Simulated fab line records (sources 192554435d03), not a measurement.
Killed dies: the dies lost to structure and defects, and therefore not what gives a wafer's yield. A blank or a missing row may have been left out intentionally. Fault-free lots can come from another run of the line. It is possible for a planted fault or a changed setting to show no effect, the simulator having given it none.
Split-lot study || flow n5_finfet || 7 lots, 21 wafers read, on a route of 1938 steps

== THE SPLIT ==
At N5_PMOS_HMC_CHANNEL_EPI_COAT_31 (time 60 s, resist thk 66 nm), the setting spin_rpm was moved away from the recipe's 1500 rpm on 8 of the 21 wafers read, by -10.1% to +9.9%. The other wafers ran this setting at the recipe's value.

== FROM THE SPLIT TO THE READING: what the file shows between them, 3 steps ==
- N5_PMOS_HMC_CHANNEL_EPI_COAT_03: resist thk 205 nm
- N5_PMOS_HMC_CHANNEL_EPI_EBR_05
- N5_PMOS_HMC_CHANNEL_EPI_DESCUM_14: chemistry O2, time 7.9 s

== THE READING ==
etch.depth_nm (the simulator's own value, which no gauge read), in nm, at N5_PMOS_HMC_CHANNEL_EPI_ETCH_32 (etches BARC in N2/H2, stops on SiO2, target depth 85.8 nm, time 50.3 s). There is no usual value for it anywhere in the file. Average 66.02 nm, standard deviation 0.14 nm, over the 13 wafers here run with the recipe.

{"wafer": "L080.1", "tool, chamber at the split": "litho_track-03, 0", "spin_rpm as run, rpm": 1500, "against the recipe": "recipe", "etch.depth_nm, nm": 65.94, "against lot-mates on the recipe": "-"}
{"wafer": "L080.2", "tool, chamber at the split": "litho_track-03, 0", "spin_rpm as run, rpm": 1500, "against the recipe": "recipe", "etch.depth_nm, nm": 65.89, "against lot-mates on the recipe": "-"}
{"wafer": "L080.3", "tool, chamber at the split": "litho_track-03, 0", "spin_rpm as run, rpm": 1557, "against the recipe": "+3.8%", "etch.depth_nm, nm": 64.7, "against lot-mates on the recipe": -1.21}
{"wafer": "L081.2", "tool, chamber at the split": "litho_track-05, 0", "spin_rpm as run, rpm": 1500, "against the recipe": "recipe", "etch.depth_nm, nm": 65.93, "against lot-mates on the recipe": "-"}
{"wafer": "L081.5", "tool, chamber at the split": "litho_track-05, 0", "spin_rpm as run, rpm": 1564, "against the recipe": "+4.3%", "etch.depth_nm, nm": 64.62, "against lot-mates on the recipe": -1.27}
{"wafer": "L081.6", "tool, chamber at the split": "litho_track-05, 0", "spin_rpm as run, rpm": 1500, "against the recipe": "recipe", "etch.depth_nm, nm": 65.85, "against lot-mates on the recipe": "-"}
{"wafer": "L083.4", "tool, chamber at the split": "litho_track-03, 0", "spin_rpm as run, rpm": 1500, "against the recipe": "recipe", "etch.depth_nm, nm": 66.13, "against lot-mates on the recipe": "-"}
{"wafer": "L083.5", "tool, chamber at the split": "litho_track-03, 0", "spin_rpm as run, rpm": 1500, "against the recipe": "recipe", "etch.depth_nm, nm": 66.14, "against lot-mates on the recipe": "-"}
{"wafer": "L083.6", "tool, chamber at the split": "litho_track-03, 0", "spin_rpm as run, rpm": 1576, "against the recipe": "+5.1%", "etch.depth_nm, nm": 64.43, "against lot-mates on the recipe": -1.70}
{"wafer": "L084.1", "tool, chamber at the split": "litho_track-05, 0", "spin_rpm as run, rpm": 1595, "against the recipe": "+6.3%", "etch.depth_nm, nm": 64.14, "against lot-mates on the recipe": -1.99}
{"wafer": "L084.4", "tool, chamber at the split": "litho_track-05, 0", "spin_rpm as run, rpm": 1500, "against the recipe": "recipe", "etch.depth_nm, nm": 66.13, "against lot-mates on the recipe": "-"}
{"wafer": "L084.6", "tool, chamber at the split": "litho_track-05, 0", "spin_rpm as run, rpm": 1595, "against the recipe": "+6.3%", "etch.depth_nm, nm": 64.27, "against lot-mates on the recipe": -1.86}
{"wafer": "L086.1", "tool, chamber at the split": "litho_track-05, 0", "spin_rpm as run, rpm": 1648, "against the recipe": "+9.9%", "etch.depth_nm, nm": 62.97, "against lot-mates on the recipe": -2.92}
{"wafer": "L086.3", "tool, chamber at the split": "litho_track-05, 0", "spin_rpm as run, rpm": 1500, "against the recipe": "recipe", "etch.depth_nm, nm": 65.99, "against lot-mates on the recipe": "-"}
{"wafer": "L086.5", "tool, chamber at the split": "litho_track-05, 0", "spin_rpm as run, rpm": 1500, "against the recipe": "recipe", "etch.depth_nm, nm": 65.8, "against lot-mates on the recipe": "-"}
{"wafer": "L093.2", "tool, chamber at the split": "litho_track-03, 0", "spin_rpm as run, rpm": 1349, "against the recipe": "-10.1%", "etch.depth_nm, nm": 69.77, "against lot-mates on the recipe": "+3.84"}
{"wafer": "L093.3", "tool, chamber at the split": "litho_track-03, 0", "spin_rpm as run, rpm": 1349, "against the recipe": "-10.1%", "etch.depth_nm, nm": 69.68, "against lot-mates on the recipe": "+3.75"}
{"wafer": "L093.5", "tool, chamber at the split": "litho_track-03, 0", "spin_rpm as run, rpm": 1500, "against the recipe": "recipe", "etch.depth_nm, nm": 65.93, "against lot-mates on the recipe": "-"}
{"wafer": "L095.3", "tool, chamber at the split": "litho_track-03, 0", "spin_rpm as run, rpm": 1500, "against the recipe": "recipe", "etch.depth_nm, nm": 66.18, "against lot-mates on the recipe": "-"}
{"wafer": "L095.4", "tool, chamber at the split": "litho_track-03, 0", "spin_rpm as run, rpm": 1500, "against the recipe": "recipe", "etch.depth_nm, nm": 66.16, "against lot-mates on the recipe": "-"}
{"wafer": "L095.6", "tool, chamber at the split": "litho_track-03, 0", "spin_rpm as run, rpm": 1500, "against the recipe": "recipe", "etch.depth_nm, nm": 66.24, "against lot-mates on the recipe": "-"}

THE FIT
A straight line over all 21 wafers: etch.depth_nm changes by -0.337 nm for each +1% of spin_rpm; r = -0.99; the points scatter about the line by 0.18 nm.
The same after taking each lot's own level away (the mean of its wafers on the recipe; 21 wafers): -0.341 nm for each +1%; r = -1.00; scatter 0.16 nm.
That fit puts the effect of the largest move of spin_rpm on the reading at 3.4 nm.
Measured against the standard deviation above, the lots' own levels, which go from 65.890 to 66.193 nm, span 2.2 times it.
The two slopes are in agreement: the lot-to-lot level therefore moves the slope only a little.
Check: for one of the wafers moved furthest among these (-10.1%), held out of the fit, the line's prediction against its lot-mates is +3.38 nm. Against them it came out at +3.84 nm.

== THE WHOLE CHAIN: every reading that the file lists as answering this split, in the file's order ==
{"step": "N5_PMOS_HMC_CHANNEL_EPI_COAT_31", "what it does": "time 60 s, resist thk 66 nm", "reading": "BARC_of_PMOS_HMC_CHANNEL_EPI_COAT_31.thk_nm (the simulator's own value, which no gauge read)", "change (the file's fit)": "-0.33 nm for each +1% of the setting", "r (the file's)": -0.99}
{"step": "N5_PMOS_HMC_CHANNEL_EPI_ETCH_32", "what it does": "etches BARC in N2/H2, stops on SiO2, target depth 85.8 nm, time 50.3 s", "reading": "etch.depth_nm (the simulator's own value, which no gauge read)", "change (the file's fit)": "-0.33 nm for each +1% of the setting", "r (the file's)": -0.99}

== THE FILE'S OWN FIT ==
etch.depth_nm changes by -0.33 nm for each +1% of spin_rpm, r = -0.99.
